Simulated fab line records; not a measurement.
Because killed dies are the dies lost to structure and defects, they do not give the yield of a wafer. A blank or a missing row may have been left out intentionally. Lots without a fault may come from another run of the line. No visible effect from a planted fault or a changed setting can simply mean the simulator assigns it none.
Matching of chambers || flow nand harc || NHARC_THIN_TSV_DEP_43 on pecvd-04 has 3 sister chambers
The step deposits SiO2, target thk 1328.5 nm. 6 wafers are shown with their chamber, then 8 later ones without.

## WAFERS, EACH WITH ITS CHAMBER
{"wafer": "L609.4", "chamber": 1, "throttle valve pct (%)": 16.0, "rf fwd power W (W)": 898.7}
{"wafer": "L610.6", "chamber": 1, "throttle valve pct (%)": 16.1, "rf fwd power W (W)": 897.1}
{"wafer": "L615.3", "chamber": 2, "throttle valve pct (%)": 15.3, "rf fwd power W (W)": 900.3}
{"wafer": "L615.5", "chamber": 2, "throttle valve pct (%)": 15.5, "rf fwd power W (W)": 895.5}
{"wafer": "L615.6", "chamber": 0, "throttle valve pct (%)": 16.5, "rf fwd power W (W)": 896.4}
{"wafer": "L625.1", "chamber": 0, "throttle valve pct (%)": 16.6, "rf fwd power W (W)": 892.7}

## WAFERS MISSING THEIR CHAMBER
{"wafer": "L625.2", "throttle valve pct (%)": 16.1, "rf fwd power W (W)": 899.0}
{"wafer": "L625.5", "throttle valve pct (%)": 16.4, "rf fwd power W (W)": 894.7}
{"wafer": "L627.2", "throttle valve pct (%)": 15.6, "rf fwd power W (W)": 902.0}
{"wafer": "L627.3", "throttle valve pct (%)": 16.6, "rf fwd power W (W)": 902.0}
{"wafer": "L627.4", "throttle valve pct (%)": 15.6, "rf fwd power W (W)": 895.5}
{"wafer": "L628.1", "throttle valve pct (%)": 15.8, "rf fwd power W (W)": 898.4}
{"wafer": "L628.2", "throttle valve pct (%)": 16.1, "rf fwd power W (W)": 899.7}
{"wafer": "L628.4", "throttle valve pct (%)": 15.6, "rf fwd power W (W)": 895.3}

## EACH ONE'S CHAMBER
{"wafer": "L625.2", "from the rows above": 1, "in truth": 1}
{"wafer": "L625.5", "from the rows above": 0, "in truth": 0}
{"wafer": "L627.2", "from the rows above": 2, "in truth": 2}
{"wafer": "L627.3", "from the rows above": 0, "in truth": 0}
{"wafer": "L627.4", "from the rows above": 2, "in truth": 2}
{"wafer": "L628.1", "from the rows above": "can't be placed: 1 or 2", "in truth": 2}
{"wafer": "L628.2", "from the rows above": 1, "in truth": 1}
{"wafer": "L628.4", "from the rows above": 2, "in truth": 2}
Correctly placed: 7 of 8. Cannot be placed on the basis of these rows: 1; the candidates contain the true chamber in 1. 0 placed wrongly.
How it was worked out, from the rows above alone: a wafer's distance from a chamber is the root of the sum, over the readings, of the square of ((its reading less the chamber's mean) divided by the reading's scatter). If the next closest chamber is less than 2 further off than the closest, the wafer can't be placed; otherwise it belongs to the closest. Each chamber's mean is taken over the wafers shown for it. The scatter: the root of (the sum of the squares of (reading less its chamber's mean) over the shown wafers, divided by (wafers less chambers)).
